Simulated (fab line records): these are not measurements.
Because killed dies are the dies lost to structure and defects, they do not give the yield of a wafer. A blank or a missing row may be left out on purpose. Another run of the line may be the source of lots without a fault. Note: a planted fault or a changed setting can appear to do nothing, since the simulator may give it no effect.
A struck lot beside a sound one / flow n5Finfet / 36 out of 1938 route steps
Sound: these wafers, L865.2, L865.4, L865.5. Struck: wafer L880.5 (left out: L880.2, a lot-mate that was not struck); the cause follows at the end.
At each step with rows: each side's tool, then ch and its chambers, then its first start. Under that, the readings that differ: sound wafers / struck wafers / difference of the means / sigmas: that difference in standard deviations of wafers without a fault.
alike: same words and numbers on both sides, and readings whose means sit less than 2 such deviations apart. not compared: any withheld reading, any reading some wafer has no value for, any bound like >300 that may hide the same value, and any number with overlapping values for which the record gives no deviation.
Wherever a step has rows on one side only, a row that says differs or no value, or a row with sigmas, the two part there. Numbers that don't overlap but have no deviation are shown without sigmas and don't part them. Lack of a reading on every wafer of one side parts them only where that side has two or more wafers.

first, 8 steps without rows for these wafers: N5_BEOL_M5_ANNEAL_51 (time 90 s); N5_BEOL_M5_CMP_52 (polishes, stops on SiCOH lowk, t overpolish 6.9 s, target thk 62 nm); N5_BEOL_M5_PRE_CLEAN_77 (time 15 s); N5_BEOL_M5_CO_CAP_78 (material Co, precursor CCTBA/H2, target thk 2 nm, time 102.1 s); N5_BEOL_M5_PRE_CLEAN_55 (time 15 s); N5_BEOL_M5_DEP_56 (deposits SiCN from 3MS/NH3, target thk 8 nm, time 14 s); N5_BEOL_M6_ILD_DEP_00 (deposits SiCOH lowk from DEMS/porogen, target thk 179.75 nm, time 33.4 s); N5_BEOL_M6_CURE_74 (cures SiCOH lowk, time 240 s).
N5_BEOL_M6_PECVD_70: deposits SiO2 from TEOS/O2, target thk 20 nm, time 22.7 s.
  sound on pecvd-04 ch 0,2, day 8 15:55; struck on pecvd-04 ch 1, day 12 15:17
reading=throttleValvePct (%); sound=21.9 20.0 22.3; struck=24.4; difference=+3.0; sigmas=+2
reading=model.SiO2_of_BEOL_M6_PECVD_70.thkNm (nm); sound=19.6 19.8 20; struck=33; difference=+13; sigmas=
  alike: chamberPressureTorr, heaterPowerW, showerheadPlenumPTorr, showerheadVppV
then, 25 steps without rows for these wafers: N5_BEOL_M6_HM_DEP_02 (deposits TiN, target thk 20 nm); N5_BEOL_M6_COAT_59 (time 60 s, resist thk 100 nm); N5_BEOL_M6_COAT_60 (time 60 s, resist thk 35 nm); N5_BEOL_M6_COAT_05 (resist thk 90 nm); N5_BEOL_M6_EBR_07; N5_BEOL_M6_SOFTBAKE_06 (time 60 s); N5_BEOL_M6_EXPOSE_08 (exposes mask M6); N5_BEOL_M6_PEB_09 (peb time 60 s); N5_BEOL_M6_DEVELOP_10 (develop time 30 s); N5_BEOL_M6_DESCUM_16 (chemistry O2, time 7.9 s); N5_BEOL_M6_ETCH_61 (etches SiARC in CF4, target depth 45.5 nm, time 75.8 s); N5_BEOL_M6_ETCH_62 (etches SOC in N2/H2, target depth 110 nm, overetch 22 nm, time 165 s); N5_BEOL_M6_STRIP_68 (strips in N2/H2); N5_BEOL_M6_STRIP_67 (strips in CF4); N5_BEOL_M6_HM_OPEN_17 (chemistry Cl2/BCl3, target TiN, target depth 20 nm, overetch 6 nm); N5_BEOL_M6_STRIP_19 (strips in O2); N5_BEOL_M6_COAT_63 (time 60 s, resist thk 60 nm); N5_BEOL_M6_COAT_64 (time 60 s, resist thk 12 nm); N5_BEOL_M6_COAT_71 (time 60 s, resist thk 5 nm); N5_BEOL_M6_COAT_22 (resist thk 30 nm); N5_BEOL_M6_EBR_24; N5_BEOL_M6_SOFTBAKE_23 (time 60 s); N5_BEOL_M6_EXPOSE_25 (exposes mask V5, target cd 40 nm); N5_BEOL_M6_PEB_26 (peb time 60 s); N5_BEOL_M6_DEVELOP_27 (develop time 30 s).
N5_BEOL_M6_HM_STRIP_39: strips TiN in peroxide tin strip, target depth 25 nm, time 158 s.
  sound on wetBench-01 ch 1,4,5, day 8 19:56; struck on wetBench-06 ch 0, day 12 20:04
reading=model.SiO2_of_BEOL_M6_PECVD_70.thkNm (nm); sound=19.6 19.8 19.8; struck=32.8; difference=+13.1; sigmas=
  alike: bathGuardTempC
N5_BEOL_M6_CMP_52: polishes, stops on SiCOH lowk, t overpolish 6.9 s, target thk 80 nm.
  sound on cmp-03 ch 1,2, day 8 21:58; struck on cmp-03 ch 0, day 12 23:37
reading=barrierFieldEndpointS (s); sound=29.3 28.9 29.1; struck=44.4; difference=+15.3; sigmas=+19
reading=overpolishRunS (s); sound=6.890 6.902 6.905; struck=2.323; difference=-4.576; sigmas=-99 or more
  alike: edgeZonePressureFrac, motorCurrentA

WHERE THEY PART
Last at N5_BEOL_M6_CMP_52 as far as this record goes, first at N5_BEOL_M6_PECVD_70.

WHY: the cause the simulator had injected
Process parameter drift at N5_BEOL_M6_PECVD_70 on pecvd-04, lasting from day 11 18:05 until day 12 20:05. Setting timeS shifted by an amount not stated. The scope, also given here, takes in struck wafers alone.
